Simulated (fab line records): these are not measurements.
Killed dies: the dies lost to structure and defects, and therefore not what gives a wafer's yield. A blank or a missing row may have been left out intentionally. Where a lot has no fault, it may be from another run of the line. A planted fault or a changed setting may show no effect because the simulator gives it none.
Split-lot study :: flow n5_finfet :: 7 lots, 21 wafers read, on a route of 1938 steps

## ABOUT THE SPLIT
At N5_MOL_CONTACT_COAG_CVD_140 (deposits W, target thk 66.5 nm, time 215 s), the setting target_thk_a was moved away from the recipe's 665 angstrom on 4 of the 21 wafers read, by -12.3% to -8.9%. The other wafers ran this setting at the recipe's value.

The split's own step is where the reading is taken.

## THE READING
W_of_MOL_CONTACT_COAG_CVD_140.thk_nm (the simulator's own value, which no gauge read), in nm, at N5_MOL_CONTACT_COAG_CVD_140 (deposits W, target thk 66.5 nm, time 215 s). The file gives no usual value for it. The 17 wafers here that ran the recipe average 66.5 nm, standard deviation 0.6 nm.

wafer: L077.3
tool, chamber at the split: cvd_w-01, 0
target_thk_a as run, angstrom: 665
against the recipe: recipe
W_of_MOL_CONTACT_COAG_CVD_140.thk_nm, nm: 66.6
against lot-mates on the recipe: -

wafer: L077.5
tool, chamber at the split: cvd_w-01, 0
target_thk_a as run, angstrom: 665
against the recipe: recipe
W_of_MOL_CONTACT_COAG_CVD_140.thk_nm, nm: 66.6
against lot-mates on the recipe: -

wafer: L077.4
tool, chamber at the split: cvd_w-01, 0
target_thk_a as run, angstrom: 665
against the recipe: recipe
W_of_MOL_CONTACT_COAG_CVD_140.thk_nm, nm: 67
against lot-mates on the recipe: -

wafer: L078.2
tool, chamber at the split: cvd_w-02, 0
target_thk_a as run, angstrom: 665
against the recipe: recipe
W_of_MOL_CONTACT_COAG_CVD_140.thk_nm, nm: 67.2
against lot-mates on the recipe: -

wafer: L078.5
tool, chamber at the split: cvd_w-02, 1
target_thk_a as run, angstrom: 665
against the recipe: recipe
W_of_MOL_CONTACT_COAG_CVD_140.thk_nm, nm: 67
against lot-mates on the recipe: -

wafer: L078.6
tool, chamber at the split: cvd_w-02, 0
target_thk_a as run, angstrom: 587.5
against the recipe: -11.7%
W_of_MOL_CONTACT_COAG_CVD_140.thk_nm, nm: 59.2
against lot-mates on the recipe: -7.9

wafer: L082.1
tool, chamber at the split: cvd_w-01, 0
target_thk_a as run, angstrom: 665
against the recipe: recipe
W_of_MOL_CONTACT_COAG_CVD_140.thk_nm, nm: 67.6
against lot-mates on the recipe: -

wafer: L082.2
tool, chamber at the split: cvd_w-01, 1
target_thk_a as run, angstrom: 665
against the recipe: recipe
W_of_MOL_CONTACT_COAG_CVD_140.thk_nm, nm: 66.2
against lot-mates on the recipe: -

wafer: L082.5
tool, chamber at the split: cvd_w-01, 1
target_thk_a as run, angstrom: 665
against the recipe: recipe
W_of_MOL_CONTACT_COAG_CVD_140.thk_nm, nm: 65.6
against lot-mates on the recipe: -

wafer: L090.1
tool, chamber at the split: cvd_w-01, 0
target_thk_a as run, angstrom: 605.6
against the recipe: -8.9%
W_of_MOL_CONTACT_COAG_CVD_140.thk_nm, nm: 60.8
against lot-mates on the recipe: -5.9

wafer: L090.3
tool, chamber at the split: cvd_w-01, 1
target_thk_a as run, angstrom: 665
against the recipe: recipe
W_of_MOL_CONTACT_COAG_CVD_140.thk_nm, nm: 66.6
against lot-mates on the recipe: -

wafer: L090.6
tool, chamber at the split: cvd_w-01, 1
target_thk_a as run, angstrom: 665
against the recipe: recipe
W_of_MOL_CONTACT_COAG_CVD_140.thk_nm, nm: 66.8
against lot-mates on the recipe: -

wafer: L091.1
tool, chamber at the split: cvd_w-01, 1
target_thk_a as run, angstrom: 665
against the recipe: recipe
W_of_MOL_CONTACT_COAG_CVD_140.thk_nm, nm: 66.4
against lot-mates on the recipe: -

wafer: L091.3
tool, chamber at the split: cvd_w-01, 1
target_thk_a as run, angstrom: 583.3
against the recipe: -12.3%
W_of_MOL_CONTACT_COAG_CVD_140.thk_nm, nm: 57.8
against lot-mates on the recipe: -8.6

wafer: L091.4
tool, chamber at the split: cvd_w-01, 0
target_thk_a as run, angstrom: 583.3
against the recipe: -12.3%
W_of_MOL_CONTACT_COAG_CVD_140.thk_nm, nm: 58.2
against lot-mates on the recipe: -8.2

wafer: L095.1
tool, chamber at the split: cvd_w-02, 0
target_thk_a as run, angstrom: 665
against the recipe: recipe
W_of_MOL_CONTACT_COAG_CVD_140.thk_nm, nm: 65
against lot-mates on the recipe: -

wafer: L095.3
tool, chamber at the split: cvd_w-02, 1
target_thk_a as run, angstrom: 665
against the recipe: recipe
W_of_MOL_CONTACT_COAG_CVD_140.thk_nm, nm: 65.8
against lot-mates on the recipe: -

wafer: L095.5
tool, chamber at the split: cvd_w-02, 1
target_thk_a as run, angstrom: 665
against the recipe: recipe
W_of_MOL_CONTACT_COAG_CVD_140.thk_nm, nm: 66.2
against lot-mates on the recipe: -

wafer: L097.1
tool, chamber at the split: cvd_w-01, 1,0,1
target_thk_a as run, angstrom: 665
against the recipe: recipe
W_of_MOL_CONTACT_COAG_CVD_140.thk_nm, nm: 66.4
against lot-mates on the recipe: -

wafer: L097.2
tool, chamber at the split: cvd_w-01, 1,0,1
target_thk_a as run, angstrom: 665
against the recipe: recipe
W_of_MOL_CONTACT_COAG_CVD_140.thk_nm, nm: 66.4
against lot-mates on the recipe: -

wafer: L097.4
tool, chamber at the split: cvd_w-01, 1,0,1
target_thk_a as run, angstrom: 665
against the recipe: recipe
W_of_MOL_CONTACT_COAG_CVD_140.thk_nm, nm: 66.4
against lot-mates on the recipe: -
If several chambers appear in one row, that row covers several wafers at once and the file leaves open which wafer was in which chamber.

FIT RESULTS
A straight line over all 21 wafers: W_of_MOL_CONTACT_COAG_CVD_140.thk_nm changes by +0.663 nm for each +1% of target_thk_a; r = +0.98; the points scatter about the line by 0.59 nm.
The same after taking each lot's own level away (the mean of its wafers on the recipe; 21 wafers): +0.679 nm for each +1%; r = +0.99; scatter 0.4 nm.
Per that fit: largest target_thk_a move, reading shift of 8.3 nm.
Measured against the standard deviation above, the lots' own levels, which go from 65.67 to 67.10 nm, span 2.4 times it.
The two slopes are in agreement: the lot-to-lot level therefore moves the slope only a little.
Check: -8.23 nm against its lot-mates is what the line predicts for one of the wafers moved furthest among these (-12.3%) when that wafer is left out of the fit. Against them it came out at -8.6 nm.

## FURTHER SPLITS ON THESE WAFERS
Other splits were also applied to these wafers ahead of the reading. Each is held against what the fit with the lots' levels taken away leaves over:
other split on the same wafers: N5_MOL_CONTACT_COAG_COAT_104 spin_rpm
wafers away from the commonest value: 6
r with W_of_MOL_CONTACT_COAG_CVD_140.thk_nm (lot level and that fit taken away): +0.01

other split on the same wafers: N5_MOL_CONTACT_COAG_PECVD_31 temp_c
wafers away from the commonest value: 9
r with W_of_MOL_CONTACT_COAG_CVD_140.thk_nm (lot level and that fit taken away): +0.27

other split on the same wafers: N5_MOL_CONTACT_COAG_ETCHBACK_136 target_depth_a
wafers away from the commonest value: 6
r with W_of_MOL_CONTACT_COAG_CVD_140.thk_nm (lot level and that fit taken away): +0.13

## FILE'S OWN FIT
W_of_MOL_CONTACT_COAG_CVD_140.thk_nm changes by +0.677 nm for each +1% of target_thk_a, r = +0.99.
